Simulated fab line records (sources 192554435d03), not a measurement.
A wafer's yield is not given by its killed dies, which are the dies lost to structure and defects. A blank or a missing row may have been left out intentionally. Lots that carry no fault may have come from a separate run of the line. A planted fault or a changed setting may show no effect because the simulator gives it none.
Chamber matching -- flow n5 finfet -- 4 sister chambers for N5_STI_FIN_REVEAL_ALD_00 on ald sin-01
The step deposits SiO2, target thk 1 nm, pulse time 1 s. 16 wafers are shown with their chamber, then 8 later ones without.

WAFERS, EACH WITH ITS CHAMBER
wafer,chamber,heater power w (W),precursor pulse height rel
L075.2,2,494,1.033
L075.3,0,480,1.000
L075.6,2,516,0.984
L076.2,1,469,0.981
L076.4,0,482,0.943
L076.6,1,458,0.987
L077.2,3,559,1.016
L077.3,1,456,0.989
L077.5,0,472,0.998
L081.3,2,497,1.010
L081.4,3,563,0.997
L081.6,1,462,1.026
L082.1,2,514,1.011
L082.2,3,567,1.014
L082.3,0,477,0.977
L082.4,1,458,0.998

SIGNATURES (averages over the wafers above)
reading,chamber 0,chamber 1,chamber 2,chamber 3,scatter within a chamber
heater power w,477.75,460.60,505.25,563.00,6.97
precursor pulse height rel,0.97950,0.99620,1.00950,1.00900,0.02
Rule: a wafer's distance from a chamber is the root of the sum, over the readings, of the square of ((its reading less the chamber's mean) divided by the reading's scatter). If the next closest chamber is less than 2 further off than the closest, the wafer can't be placed; otherwise it belongs to the closest. The scatter: take each reading less its chamber's mean, square it, sum over the shown wafers, divide by the number of wafers less the number of chambers, and take the root.

WAFERS WITHOUT THEIR CHAMBER
wafer,heater power w (W),precursor pulse height rel
L082.5,473,0.992
L082.6,552,1.018
L089.1,557,0.977
L089.2,460,1.002
L089.3,484,1.007
L091.2,459,0.999
L091.3,479,1.000
L091.5,466,1.013

THE CHAMBER EACH PASSED THROUGH
wafer,from the rows above,in truth
L082.5,can't be placed: 0 or 1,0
L082.6,3,3
L089.1,3,3
L089.2,1,1
L089.3,can't be placed: 0 or 2 or 1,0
L091.2,1,1
L091.3,can't be placed: 0 or 1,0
L091.5,can't be placed: 1 or 0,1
Correctly placed: 4 of 8. These rows do not allow placing 4 (true chamber among the candidates in 4). Number placed wrongly: 0.
